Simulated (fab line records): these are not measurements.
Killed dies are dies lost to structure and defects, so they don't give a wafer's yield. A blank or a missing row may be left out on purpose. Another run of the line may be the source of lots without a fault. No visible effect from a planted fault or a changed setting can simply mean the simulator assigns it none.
Chamber matching ; flow nandHarc ; cmp-04 running NHARC_A_BONDPAD_CMP_29: 4 sister chambers
The step polishes SiCN, target thk 200 nm. 4 wafers are shown with their chamber, then 8 later ones without.

== WAFERS WITH THEIR CHAMBER ==
wafer;chamber;motorCurrentA (A)
L337.3;3;12.1
L337.4;0;11.9
L337.6;2;13.5
L342.2;1;12.7

== WAFERS MISSING THEIR CHAMBER ==
wafer;motorCurrentA (A)
L342.3;12.1
L342.5;12.8
L344.3;13.2
L344.5;12.0
L344.6;12.3
L346.2;13.0
L346.3;14.5
L346.4;12.3

== THE CHAMBER EACH PASSED THROUGH ==
wafer;from the rows above;in truth
L342.3;can't be placed: 3 or 0 or 1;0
L342.5;can't be placed: 1 or 2 or 3 or 0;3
L344.3;can't be placed: 2 or 1 or 3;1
L344.5;can't be placed: 0 or 3 or 1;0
L344.6;can't be placed: 3 or 1 or 0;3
L346.2;can't be placed: 1 or 2 or 3 or 0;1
L346.3;2;2
L346.4;can't be placed: 3 or 1 or 0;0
Placed correctly: 1 of 8. Can't be placed from these rows: 7 (the true chamber is among the candidates in 7). Wrongly placed: 0.
How it was worked out, from the rows above alone: a wafer's distance from a chamber is the root of the sum, over the readings, of the square of ((its reading less the chamber's mean) divided by the reading's scatter). The wafer belongs to the nearest chamber; if the next one is less than 2 further off, it can't be placed. Each chamber's mean is taken over the wafers shown for it. The scatter (one wafer shown for each chamber): square how far every hidden wafer sits from the nearest shown wafer, average those squares and take the square root.
